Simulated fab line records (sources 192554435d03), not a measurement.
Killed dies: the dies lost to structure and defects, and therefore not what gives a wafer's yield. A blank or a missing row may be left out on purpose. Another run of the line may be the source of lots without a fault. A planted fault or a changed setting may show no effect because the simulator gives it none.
fab line records    flow n5_finfet
record: lots: 24  wafers: 72  last_day: 22
route steps=1938 shown BEOL_M14@1716 BEOL_M15@1785
lots that met no fault: from a run of the same line without faults
start_h: start of the lot's first displayed wafer, in hours after the record's first day    wait_h: hours from the lot's prior step to this one    " identical to the entry in the row above    L1.1+2: a single row standing in for several wafers    - no value, or no start was given    * or withheld: withheld    < > ~ a bound
route shown NAME@n: NAME is a module with steps in the file, n the number in the route of the first one    usual: mean/standard deviation of fault-free wafers    same: alike in all rows    chamber/n: place in a boat    sites: each site's reading    _std_site: their standard deviation    _edge_site: the outer-site mean with the inner-site mean subtracted    radius_mm: how far each site lies from the wafer's centre    mask NAME#n: copy n    behind: tool/chamber where the wafer was last shaped    hold: why the lot was held/for how many hours/how that ended    device: which transistor (n, p or np) failed to switch    end of line: at the end of the route, the tests of the same wafers    where a step has no rows: the recipe by itself    killed: at the first sort, the dies lost to defects and structure; wafer yield is something else    map: a wafer's dies, marking killed ones x, the rest . and places with no die _
set.NAME: the setting as run; set.NAME@STEP: as run at that earlier step    model.NAME: the simulator's own value behind a step, which no gauge read
the route's steps for a sample of lots (tables are steps, rows are wafers)
services: a tool's chamber out of use, with start hour (start_h, from the record's first day; less than 0 if before it), hours out, and reason
== steps ==
step: N5_BEOL_M14_ILD_DEP_00
recipe: material: SiO2  target_thk_a: 11193  temp_c: 400  precursor: TEOS/O2  pressure_torr: 6.5  rf_w: 900  teos_flow_sccm: 161.4  gas: O2  flow_sccm: 2650  time_s: 237.4
usual: chamber_pressure_Torr: 6.501/0.012  heater_power_w: 515/72  showerhead_plenum_p_Torr: 8.33/0.033  throttle_valve_pct: 18.8/0.79
lot.wafer  tool      chamber  start_h  wait_h  chamber_pressure_Torr  heater_power_w  showerhead_plenum_p_Torr  throttle_valve_pct
L074.1     pecvd-03  2        267.40   0.0     6.500                  474             8.34                      17.4
L074.3     "         0        "        "       6.501                  641             8.35                      19.2
L074.5     "         2        "        "       6.510                  518             8.34                      17.4
L075.2     pecvd-04  0        287.52   0.0     6.489                  518             8.29                      19.1
L075.4     "         1        "        "       6.487                  369             8.40                      17.8
L075.5     "         2        "        "       6.500                  471             8.30                      19.0
L077.1     pecvd-04  1        301.60   0.0     6.514                  369             8.39                      18.1
L077.4     "         0        "        "       6.519                  528             8.32                      18.8
L077.6     "         2        "        "       6.492                  478             8.34                      18.9
L076.4     pecvd-04  0        308.01   0.1     6.507                  508             8.31                      18.7
L076.5     "         1        "        "       6.504                  454             8.37                      18.1
L076.6     "         2        "        "       6.501                  475             8.33                      18.8
L078.4     pecvd-01  1        316.01   0.1     6.518                  631             8.37                      18.6
L078.5     "         0        "        "       6.508                  424             8.31                      20.3
L078.6     "         2        "        "       6.491                  498             8.35                      17.6
L079.1     pecvd-03  0        318.93   0.0     6.501                  498             8.35                      19.6
L079.3     "         2        "        "       6.494                  510             8.33                      17.5
L079.4     "         2        "        "       6.509                  582             8.35                      17.6
L080.3     pecvd-04  1        333.02   0.0     6.509                  374             8.35                      18.0
L080.4     "         1        "        "       6.501                  444             8.38                      18.2
L080.5     "         0        "        "       6.502                  550             8.32                      18.8
L081.1     pecvd-04  1        365.82   0.0     6.530                  447             8.38                      18.2
L081.2     "         2        "        "       6.497                  369             8.32                      19.0
L081.4     "         1        "        "       6.515                  500             8.39                      18.0
L083.2     pecvd-04  0        388.90   0.0     6.524                  573             8.31                      19.0
L083.3     "         1        "        "       6.482                  494             8.37                      18.1
L083.4     "         0        "        "       6.493                  438             8.30                      18.9
L084.4     pecvd-01  0        396.84   0.1     6.503                  437             8.34                      20.3
L084.5     "         2        "        "       6.515                  658             8.36                      17.7
L084.6     "         1        "        "       6.506                  554             8.40                      18.7
L085.1     pecvd-01  0        407.66   0.0     6.502                  512             8.30                      20.4
L085.2     "         1        "        "       6.492                  541             8.38                      18.7
L085.6     "         1        "        "       6.518                  591             8.37                      18.7
L086.3     pecvd-04  0        411.80   0.1     6.497                  434             8.30                      19.0
L086.5     "         2        "        "       6.513                  351             8.32                      19.1
L086.6     "         0        "        "       6.506                  517             8.29                      19.1
L090.3     pecvd-01  0        423.21   0.0     6.514                  574             8.35                      20.4
L090.5     "         1        "        "       6.507                  455             8.40                      18.8
L090.6     "         0        "        "       6.513                  427             8.31                      20.4
L087.2     pecvd-03  2        425.74   0.0     6.490                  529             8.33                      17.9
L087.4     "         2        "        "       6.501                  575             8.32                      17.2
L087.6     "         1        "        "       6.498                  595             8.27                      19.2
L088.2     pecvd-03  1        435.91   0.0     6.497                  461             8.28                      19.2
L088.5     "         0        "        "       6.511                  481             8.34                      19.2
L088.6     "         1        "        "       6.491                  538             8.31                      19.2
L095.4     pecvd-04  2        451.45   0.1     6.518                  477             8.30                      19.5
L095.5     "         0        "        "       6.485                  516             8.30                      19.0
L095.6     "         2        "        "       6.517                  347             8.34                      19.4
L097.3     pecvd-03  1        453.81   0.0     6.500                  455             8.27                      19.1
L097.4     "         2        "        "       6.482                  556             8.32                      17.5
L097.5     "         0        "        "       6.516                  627             8.33                      19.5
L091.1     pecvd-03  2        455.15   0.0     6.502                  554             8.34                      17.8
L091.2     "         1        "        "       6.505                  553             8.28                      18.8
L091.3     "         0        "        "       6.474                  561             8.32                      19.6
L092.1     pecvd-03  2        467.85   0.0     6.503                  458             8.33                      17.5
L092.2     "         1        "        "       6.504                  548             8.27                      19.0
L092.5     "         1        "        "       6.510                  578             8.30                      19.1
L089.1     pecvd-01  2        475.32   0.0     6.513                  554             8.37                      17.9
L089.2     "         0        "        "       6.518                  485             8.33                      20.3
L089.3     "         1        "        "       6.490                  525             8.39                      18.7
L094.1     pecvd-03  1        475.38   0.0     6.506                  585             8.27                      19.1
L094.5     "         1        "        "       6.513                  460             8.29                      19.2
L094.6     "         2        "        "       6.505                  429             8.32                      17.7
L096.3     pecvd-03  1        483.24   0.0     6.502                  557             8.29                      19.3
L096.4     "         1        "        "       6.480                  602             8.27                      19.3
L096.6     "         2        "        "       6.486                  518             8.32                      17.7
L082.1     pecvd-03  2        488.64   0.0     6.488                  445             8.31                      17.7
L082.3     "         1        "        "       6.487                  573             8.29                      19.1
L082.6     "         0        "        "       6.493                  612             8.34                      19.6
L093.1     pecvd-03  2        490.56   0.0     6.503                  592             8.33                      17.6
L093.4     "         2        "        "       6.499                  431             8.33                      17.7
L093.5     "         0        "        "       6.521                  629             8.36                      19.1
step: N5_BEOL_M14_THK_MEAS_01
recipe: reads: SiO2_of_BEOL_M14_ILD_DEP_00
usual: M14_ILD_THK: 1121/14
lot.wafer  tool           chamber  start_h  wait_h  M14_ILD_THK[nm]
L074.1     film_metro-02  -        267.59   0.1     1121
L074.3     "              -        "        "       1107
L074.5     "              -        "        "       1127
L075.2     film_metro-01  -        287.71   0.1     1138
L075.4     "              -        "        "       1142
L075.5     "              -        "        "       1146
L077.1     film_metro-02  -        301.79   0.1     1124
L077.4     "              -        "        "       1139
L077.6     "              -        "        "       1131
L076.4     film_metro-02  -        308.12   0.0     1141
L076.5     "              -        "        "       1115
L076.6     "              -        "        "       1129
L078.4     film_metro-02  -        316.12   0.0     1143
L078.5     "              -        "        "       1122
L078.6     "              -        "        "       1110
L079.1     film_metro-02  -        319.12   0.1     1095
L079.3     "              -        "        "       1107
L079.4     "              -        "        "       1120
L080.3     film_metro-02  -        333.21   0.1     1111
L080.4     "              -        "        "       1116
L080.5     "              -        "        "       1130
L081.1     film_metro-01  -        366.01   0.1     1117
L081.2     "              -        "        "       1110
L081.4     "              -        "        "       1130
L083.2     film_metro-02  -        389.09   0.1     1114
L083.3     "              -        "        "       1113
L083.4     "              -        "        "       1126
L084.4     film_metro-02  -        396.96   0.0     1124
L084.5     "              -        "        "       1112
L084.6     "              -        "        "       1122
L085.1     film_metro-02  -        407.84   0.1     1104
L085.2     "              -        "        "       1125
L085.6     "              -        "        "       1133
L086.3     film_metro-01  -        411.99   0.1     1112
L086.5     "              -        "        "       1127
L086.6     "              -        "        "       1107
L090.3     film_metro-02  -        423.40   0.1     1099
L090.5     "              -        "        "       1121
L090.6     "              -        "        "       1119
L087.2     film_metro-01  -        425.93   0.1     1128
L087.4     "              -        "        "       1140
L087.6     "              -        "        "       1146
L088.2     film_metro-02  -        436.10   0.1     1126
L088.5     "              -        "        "       1125
L088.6     "              -        "        "       1141
L095.4     film_metro-01  -        451.64   0.1     1124
L095.5     "              -        "        "       1121
L095.6     "              -        "        "       1131
L097.3     film_metro-01  -        454.00   0.1     1119
L097.4     "              -        "        "       1140
L097.5     "              -        "        "       1129
L091.1     film_metro-02  -        455.34   0.1     1118
L091.2     "              -        "        "       1129
L091.3     "              -        "        "       1108
L092.1     film_metro-02  -        468.04   0.1     1112
L092.2     "              -        "        "       1119
L092.5     "              -        "        "       1131
L089.1     film_metro-01  -        475.51   0.1     1112
L089.2     "              -        "        "       1116
L089.3     "              -        "        "       1110
L094.1     film_metro-01  -        475.57   0.1     1104
L094.5     "              -        "        "       1126
L094.6     "              -        "        "       1128
L096.3     film_metro-01  -        483.43   0.1     1107
L096.4     "              -        "        "       1126
L096.6     "              -        "        "       1132
L082.1     film_metro-02  -        488.83   0.1     1129
L082.3     "              -        "        "       1117
L082.6     "              -        "        "       1115
L093.1     film_metro-02  -        490.75   0.1     1116
L093.4     "              -        "        "       1141
L093.5     "              -        "        "       1116
step: N5_BEOL_M14_DESCUM_33
recipe: chemistry: O2  time_s: 7.9  source_power_w: 50  bias_power_w: 20  pressure_mtorr: 20  rf_frequency_hz: 2.712e+07  temp_c: 40  o2_flow_sccm: 225
usual: drypump_motor_current_A: 5.6/0.37  oes_product_au: 0.83/0.084  rf_vpp_V: 243.6/1.5  showerhead_plenum_p_Torr: 2.11/0.08  throttle_valve_pct: 20.42/0.2
lot.wafer  tool         chamber  start_h  wait_h  drypump_motor_current_A  oes_product_au  rf_hours_counter_h  rf_vpp_V  showerhead_plenum_p_Torr  throttle_valve_pct
L074.1     rie_diel-04  2        268.96   0.0     5.1                      0.67            243                 242.3     2.05                      20.54
L074.3     "            1        "        "       5.6                      0.85            73                  241.8     2.03                      20.60
L074.5     "            0        "        "       6.1                      0.91            -                   245.7     2.22                      20.28
L075.2     rie_diel-04  0        289.20   0.0     6.1                      0.88            39                  247.7     2.22                      20.28
L075.4     "            1        "        "       5.5                      0.83            80                  240.7     2.02                      20.61
L075.5     "            1        "        "       5.5                      0.84            -                   241.2     2.02                      20.61
L077.1     rie_diel-04  1        303.18   0.2     5.5                      0.83            85                  243.3     2.02                      20.62
L077.4     "            1        "        "       5.6                      0.84            -                   242.6     2.02                      20.62
L077.6     "            0        "        "       6.1                      0.89            -                   245.7     2.22                      20.28
L076.4     rie_diel-02  1        309.49   0.0     5.8                      0.71            208                 244.0     2.16                      20.48
L076.5     "            0        "        "       5.6                      0.68            -                   242.0     1.98                      20.44
L076.6     "            1        "        "       5.7                      0.71            -                   244.8     2.16                      20.49
L078.4     rie_diel-04  0        317.53   0.0     6.1                      0.88            48                  245.2     2.21                      20.30
L078.5     "            1        "        "       5.6                      0.82            -                   242.5     2.02                      20.60
L078.6     "            2        "        "       5.1                      0.98            -                   242.2     2.05                      20.10
L079.1     rie_diel-05  0        320.43   0.1     6.3                      0.84            58                  245.5     2.12                      20.42
L079.3     "            2        "        "       5.8                      0.93            8                   243.0     2.14                      20.42
L079.4     "            3        "        "       6.7                      0.67            233                 244.8     2.16                      20.67
L080.3     rie_diel-04  0        334.71   0.2     6.1                      0.87            53                  245.3     2.21                      20.31
L080.4     "            3        "        "       5.1                      0.91            33                  244.2     2.14                      20.35
L080.5     "            1        "        "       5.5                      0.83            -                   241.3     2.02                      20.63
L081.1     rie_diel-02  2        367.51   0.2     5.7                      0.75            158                 244.4     2.17                      20.58
L081.2     "            1        "        "       5.8                      0.70            226                 244.5     2.16                      20.50
L081.4     "            3        "        "       5.6                      0.73            -                   240.8     1.99                      20.71
L083.2     rie_diel-04  1        390.62   0.1     5.5                      0.80            110                 241.5     2.01                      20.65
L083.3     "            3        "        "       5.1                      0.88            47                  243.3     2.13                      20.37
L083.4     "            2        "        "       5.2                      0.90            23                  241.8     2.04                      20.13
L084.4     rie_diel-04  2        398.49   0.2     5.2                      0.90            -                   241.5     2.04                      20.13
L084.5     "            1        "        "       5.6                      0.80            -                   241.6     2.01                      20.66
L084.6     "            3        "        "       5.1                      0.89            -                   242.9     2.13                      20.39
L085.1     rie_diel-05  1        409.57   0.1     5.4                      0.85            67                  245.2     2.22                      20.26
L085.2     "            0        "        "       6.3                      0.82            75                  243.1     2.12                      20.45
L085.6     "            0        "        "       6.3                      0.82            -                   242.6     2.12                      20.45
L086.3     rie_diel-04  3        413.35   0.0     5.1                      0.88            55                  245.1     2.13                      20.39
L086.5     "            1        "        "       5.6                      0.80            -                   241.3     2.01                      20.66
L086.6     "            2        "        "       5.2                      0.89            -                   242.6     2.04                      20.13
L090.3     rie_diel-02  2        425.06   0.2     5.7                      0.73            178                 244.7     2.16                      20.61
L090.5     "            2        "        "       5.7                      0.73            -                   245.6     2.16                      20.61
L090.6     "            1        "        "       5.8                      0.68            -                   243.8     2.15                      20.54
L087.2     rie_diel-04  0        427.38   0.2     6.1                      0.84            75                  246.0     2.20                      20.34
L087.4     "            3        "        "       5.1                      0.87            60                  243.4     2.13                      20.39
L087.6     "            3        "        "       5.1                      0.87            -                   245.3     2.13                      20.39
L088.2     rie_diel-02  2        437.84   0.3     5.6                      0.73            183                 244.7     2.16                      20.62
L088.5     "            0        "        "       5.6                      0.94            -                   245.6     2.23                      20.10
L088.6     "            1        "        "       5.7                      0.68            -                   246.2     2.15                      20.53
L095.4     rie_diel-05  2        453.87   0.6     5.8                      0.85            48                  242.3     2.12                      20.47
L095.5     "            1        "        "       5.4                      0.81            -                   245.2     2.21                      20.28
L095.6     "            0        "        "       6.3                      0.81            -                   244.6     2.11                      20.46
L097.3     rie_diel-02  0        455.79   0.5     5.6                      0.92            23                  243.7     2.23                      20.11
L097.4     "            3        "        "       5.6                      0.71            238                 240.6     1.98                      20.76
L097.5     "            2        "        "       5.7                      0.73            -                   244.9     2.16                      20.63
L091.1     rie_diel-02  0        457.42   0.8     5.6                      0.91            24                  244.9     2.23                      20.12
L091.2     "            1        "        "       5.7                      0.98            1                   244.3     2.15                      20.18
L091.3     "            3        "        "       5.6                      0.70            239                 241.7     1.98                      20.77
L092.1     rie_diel-04  2        469.41   0.0     5.2                      0.86            51                  242.2     2.03                      20.17
L092.2     "            0        "        "       6.1                      0.82            91                  245.4     2.20                      20.37
L092.5     "            1        "        "       5.6                      0.78            -                   241.1     2.01                      20.69
L089.1     rie_diel-02  0        476.88   0.0     5.6                      0.90            28                  244.5     2.23                      20.12
L089.2     "            3        "        "       5.6                      0.69            248                 241.9     1.98                      20.76
L089.3     "            2        "        "       5.7                      0.71            201                 243.2     2.16                      20.64
L094.1     rie_diel-04  0        477.07   0.0     6.1                      0.82            94                  244.7     2.20                      20.36
L094.5     "            1        "        "       5.5                      0.78            -                   242.9     2.00                      20.70
L094.6     "            2        "        "       5.2                      0.87            -                   242.7     2.03                      20.17
L096.3     rie_diel-05  1        485.03   0.0     5.4                      0.80            93                  246.5     2.21                      20.30
L096.4     "            1        "        "       5.4                      0.80            -                   244.2     2.21                      20.30
L096.6     "            2        "        "       5.8                      0.84            -                   244.0     2.12                      20.49
L082.1     rie_diel-04  2        490.35   0.1     5.2                      0.85            59                  242.7     2.03                      20.20
L082.3     "            0        "        "       6.1                      0.81            98                  243.9     2.20                      20.37
L082.6     "            2        "        "       5.2                      0.85            -                   242.4     2.03                      20.19
L093.1     rie_diel-04  1        492.03   0.1     5.6                      0.78            146                 242.1     2.00                      20.72
L093.4     "            3        "        "       5.1                      0.84            85                  243.3     2.12                      20.44
L093.5     "            1        "        "       5.6                      0.77            -                   242.6     2.00                      20.72
step: N5_BEOL_M14_ANNEAL_48
recipe: temp_c: 225  time_s: 90  ambient: N2
usual: wafer_temp_C_max: 226.05/0.25
lot.wafer  tool           chamber  start_h  wait_h  wafer_temp_C_max
L074.1     rtp_anneal-02  0        272.39   0.2     225.69
L074.3     "              0        "        "       225.99
L074.5     "              0        "        "       226.10
L075.2     rtp_anneal-01  0        292.73   0.2     225.92
L075.4     "              0        "        "       226.01
L075.5     "              0        "        "       225.91
L077.1     rtp_anneal-01  0        307.51   0.1     226.50
L077.4     "              0        "        "       226.15
L077.6     "              0        "        "       226.01
L076.4     rtp_anneal-01  0        311.89   0.2     226.26
L076.5     "              0        "        "       226.18
L076.6     "              0        "        "       226.26
L078.4     rtp_anneal-02  0        319.31   0.2     226.04
L078.5     "              0        "        "       226.11
L078.6     "              0        "        "       226.09
L079.1     rtp_anneal-02  0        324.41   0.1     226.24
L079.3     "              0        "        "       225.82
L079.4     "              0        "        "       226.30
L080.3     rtp_anneal-02  0        336.86   0.2     225.83
L080.4     "              0        "        "       226.20
L080.5     "              0        "        "       225.97
L081.1     rtp_anneal-02  0        369.43   0.2     226.19
L081.2     "              0        "        "       225.96
L081.4     "              0        "        "       226.26
L083.2     rtp_anneal-02  0        396.07   0.2     225.37
L083.3     "              0        "        "       225.77
L083.4     "              0        "        "       225.62
L084.4     rtp_anneal-01  0        400.25   0.2     226.08
L084.5     "              0        "        "       226.03
L084.6     "              0        "        "       225.73
L085.1     rtp_anneal-02  0        415.81   0.1     225.73
L085.2     "              0        "        "       225.87
L085.6     "              0        "        "       226.27
L086.3     rtp_anneal-01  0        417.21   0.6     226.52
L086.5     "              0        "        "       226.65
L086.6     "              0        "        "       226.34
L090.3     rtp_anneal-02  0        427.27   0.2     226.07
L090.5     "              0        "        "       226.35
L090.6     "              0        "        "       226.18
L087.2     rtp_anneal-02  0        434.37   0.3     226.27
L087.4     "              0        "        "       226.41
L087.6     "              0        "        "       226.24
L088.2     rtp_anneal-01  0        442.15   0.2     226.26
L088.5     "              0        "        "       225.67
L088.6     "              0        "        "       226.24
L095.4     rtp_anneal-01  0        456.95   0.2     226.25
L095.5     "              0        "        "       226.54
L095.6     "              0        "        "       226.20
L097.3     rtp_anneal-02  0        462.05   0.2     225.67
L097.4     "              0        "        "       226.14
L097.5     "              0        "        "       225.98
L091.1     rtp_anneal-02  0        464.95   0.2     226.30
L091.2     "              0        "        "       226.18
L091.3     "              0        "        "       226.19
L092.1     rtp_anneal-01  0        472.28   0.7     225.87
L092.2     "              0        "        "       226.05
L092.5     "              0        "        "       226.43
L089.1     rtp_anneal-02  0        481.93   0.3     226.10
L089.2     "              0        "        "       225.82
L089.3     "              0        "        "       226.21
L094.1     rtp_anneal-01  0        487.34   0.4     226.04
L094.5     "              0        "        "       226.10
L094.6     "              0        "        "       225.99
L096.3     rtp_anneal-01  0        490.61   0.2     226.00
L096.4     "              0        "        "       226.38
L096.6     "              0        "        "       226.27
L082.1     rtp_anneal-02  0        493.36   0.1     226.29
L082.3     "              0        "        "       225.91
L082.6     "              0        "        "       225.96
L093.1     rtp_anneal-01  0        494.27   0.7     226.06
L093.4     "              0        "        "       226.12
L093.5     "              0        "        "       226.13
step: N5_BEOL_M14_RS_MEAS_54
recipe: thk_meas_gauge: four-point-probe  reads: Cu_of_BEOL_M14_ECD_47+Ta_of_BEOL_M14_SPUTTER_44+TaN_of_BEOL_M14_SPUTTER_43
usual: M14_RS: 0.0333/0.00055
lot.wafer  tool           chamber  start_h  wait_h  M14_RS[ohm/sq]
L074.1     film_metro-01  -        273.12   0.0     0.0343
L074.3     "              -        "        "       0.0336
L074.5     "              -        "        "       0.0327
L075.2     film_metro-02  -        293.41   0.1     0.0326
L075.4     "              -        "        "       0.0338
L075.5     "              -        "        "       0.0336
L077.1     film_metro-02  -        308.23   0.0     0.0338
L077.4     "              -        "        "       0.0338
L077.6     "              -        "        "       0.0325
L076.4     film_metro-02  -        312.48   0.0     0.0336
L076.5     "              -        "        "       0.0338
L076.6     "              -        "        "       0.0332
L078.4     film_metro-02  -        319.90   0.0     0.0328
L078.5     "              -        "        "       0.0341
L078.6     "              -        "        "       0.0327
L079.1     film_metro-02  -        325.13   0.0     0.0338
L079.3     "              -        "        "       0.0333
L079.4     "              -        "        "       0.0342
L080.3     film_metro-02  -        337.49   0.1     0.0321
L080.4     "              -        "        "       0.0328
L080.5     "              -        "        "       0.0336
L081.1     film_metro-01  -        370.15   0.0     0.0330
L081.2     "              -        "        "       0.0331
L081.4     "              -        "        "       0.0342
L083.2     film_metro-01  -        396.74   0.1     0.0335
L083.3     "              -        "        "       0.0328
L083.4     "              -        "        "       0.0323
L084.4     film_metro-01  -        400.84   0.0     0.0329
L084.5     "              -        "        "       0.0337
L084.6     "              -        "        "       0.0327
L085.1     film_metro-01  -        416.54   0.0     0.0330
L085.2     "              -        "        "       0.0340
L085.6     "              -        "        "       0.0337
L086.3     film_metro-01  -        417.87   0.1     0.0331
L086.5     "              -        "        "       0.0336
L086.6     "              -        "        "       0.0326
L090.3     film_metro-01  -        427.92   0.1     0.0333
L090.5     "              -        "        "       0.0331
L090.6     "              -        "        "       0.0338
L087.2     film_metro-01  -        435.04   0.1     0.0329
L087.4     "              -        "        "       0.0330
L087.6     "              -        "        "       0.0333
L088.2     film_metro-02  -        442.82   0.1     0.0334
L088.5     "              -        "        "       0.0332
L088.6     "              -        "        "       0.0332
L095.4     film_metro-01  -        457.56   0.1     0.0329
L095.5     "              -        "        "       0.0332
L095.6     "              -        "        "       0.0339
L097.3     film_metro-02  -        462.69   0.1     0.0328
L097.4     "              -        "        "       0.0337
L097.5     "              -        "        "       0.0334
L091.1     film_metro-01  -        465.70   0.1     0.0333
L091.2     "              -        "        "       0.0328
L091.3     "              -        "        "       0.0348
L092.1     film_metro-01  -        473.29   0.1     0.0326
L092.2     "              -        "        "       0.0326
L092.5     "              -        "        "       0.0338
L089.1     film_metro-01  -        482.65   0.0     0.0333
L089.2     "              -        "        "       0.0349
L089.3     "              -        "        "       0.0336
L094.1     film_metro-01  -        488.06   0.0     0.0324
L094.5     "              -        "        "       0.0333
L094.6     "              -        "        "       0.0323
L096.3     film_metro-01  -        491.24   0.1     0.0337
L096.4     "              -        "        "       0.0337
L096.6     "              -        "        "       0.0330
L082.1     film_metro-02  -        494.08   0.0     0.0327
L082.3     "              -        "        "       0.0326
L082.6     "              -        "        "       0.0330
L093.1     film_metro-01  -        494.99   0.0     0.0338
L093.4     "              -        "        "       0.0330
L093.5     "              -        "        "       0.0341
step: N5_BEOL_M15_INSPECT_12
recipe: mode: adi  inspect_instrument: macro
usual: raw_defect_count: 2.1/1.3
lot.wafer  tool               chamber  start_h  wait_h  raw_defect_count
L074.1     defect_inspect-01  -        273.79   0.0     5
L074.3     "                  -        "        "       1
L074.5     "                  -        "        "       4
L075.2     defect_inspect-01  -        294.21   0.0     1
L075.4     "                  -        "        "       1
L075.5     "                  -        "        "       0
L077.1     defect_inspect-01  -        308.90   0.0     1
L077.4     "                  -        "        "       3
L077.6     "                  -        "        "       1
L076.4     defect_inspect-02  -        313.28   0.0     1
L076.5     "                  -        "        "       2
L076.6     "                  -        "        "       1
L078.4     defect_inspect-01  -        320.80   0.0     3
L078.5     "                  -        "        "       2
L078.6     "                  -        "        "       3
L079.1     defect_inspect-02  -        325.80   0.0     1
L079.3     "                  -        "        "       1
L079.4     "                  -        "        "       2
L080.3     defect_inspect-02  -        338.44   0.0     5
L080.4     "                  -        "        "       1
L080.5     "                  -        "        "       2
L081.1     defect_inspect-02  -        370.82   0.0     3
L081.2     "                  -        "        "       1
L081.4     "                  -        "        "       2
L083.2     defect_inspect-01  -        397.54   0.0     1
L083.3     "                  -        "        "       2
L083.4     "                  -        "        "       3
L084.4     defect_inspect-01  -        401.51   0.0     4
L084.5     "                  -        "        "       1
L084.6     "                  -        "        "       2
L085.1     defect_inspect-02  -        417.21   0.0     1
L085.2     "                  -        "        "       2
L085.6     "                  -        "        "       2
L086.3     defect_inspect-02  -        418.54   0.0     0
L086.5     "                  -        "        "       3
L086.6     "                  -        "        "       1
L090.3     defect_inspect-02  -        428.72   0.0     0
L090.5     "                  -        "        "       2
L090.6     "                  -        "        "       3
L087.2     defect_inspect-02  -        435.84   0.0     3
L087.4     "                  -        "        "       0
L087.6     "                  -        "        "       3
L088.2     defect_inspect-02  -        443.62   0.0     2
L088.5     "                  -        "        "       4
L088.6     "                  -        "        "       4
L095.4     defect_inspect-01  -        458.36   0.0     2
L095.5     "                  -        "        "       3
L095.6     "                  -        "        "       0
L097.3     defect_inspect-01  -        463.47   0.0     3
L097.4     "                  -        "        "       2
L097.5     "                  -        "        "       2
L091.1     defect_inspect-01  -        466.37   0.0     1
L091.2     "                  -        "        "       3
L091.3     "                  -        "        "       3
L092.1     defect_inspect-01  -        474.07   0.0     3
L092.2     "                  -        "        "       2
L092.5     "                  -        "        "       2
L089.1     defect_inspect-01  -        483.32   0.0     1
L089.2     "                  -        "        "       6
L089.3     "                  -        "        "       3
L094.1     defect_inspect-01  -        488.86   0.0     1
L094.5     "                  -        "        "       1
L094.6     "                  -        "        "       0
L096.3     defect_inspect-01  -        491.96   0.0     1
L096.4     "                  -        "        "       2
L096.6     "                  -        "        "       2
L082.1     defect_inspect-01  -        494.76   0.0     2
L082.3     "                  -        "        "       2
L082.6     "                  -        "        "       2
L093.1     defect_inspect-01  -        496.02   0.3     3
L093.4     "                  -        "        "       2
L093.5     "                  -        "        "       1
== services ==
tool         chamber  start_h  hours  kind
rie_diel-02  0        251.28   2.0    repair
rie_diel-04  2        292.39   -      clean
rie_diel-04  2        292.39   -      consumable_replace:focus_ring
rie_diel-04  2        292.39   17.3   scheduled_down
rie_diel-04  2        292.39   17.3   vent_cycle
pecvd-04     2        318.08   5.5    scheduled_down
pecvd-01     0        331.19   20.5   repair
rie_diel-05  1        333.99   5.9    repair
rie_diel-02  3        335.79   4.6    repair
pecvd-04     -        343.78   0.7    repair
pecvd-01     -        367.97   1.2    repair
rie_diel-04  3        382.33   7.4    repair
rie_diel-04  0        393.93   4.7    repair
rie_diel-04  0        401.55   15.5   repair
pecvd-01     -        402.06   1.0    repair
pecvd-04     1        411.59   7.1    repair
pecvd-03     1        415.22   2.1    scheduled_down
pecvd-03     0        418.93   5.5    scheduled_down
rie_diel-02  0        421.32   2.2    repair
pecvd-01     -        432.73   5.5    pm
rie_diel-02  0        466.35   8.4    repair
rie_diel-05  3        471.18   44.2   repair
pecvd-03     -        474.19   1.1    repair
pecvd-03     2        491.49   18.3   repair
== key ==
fault none
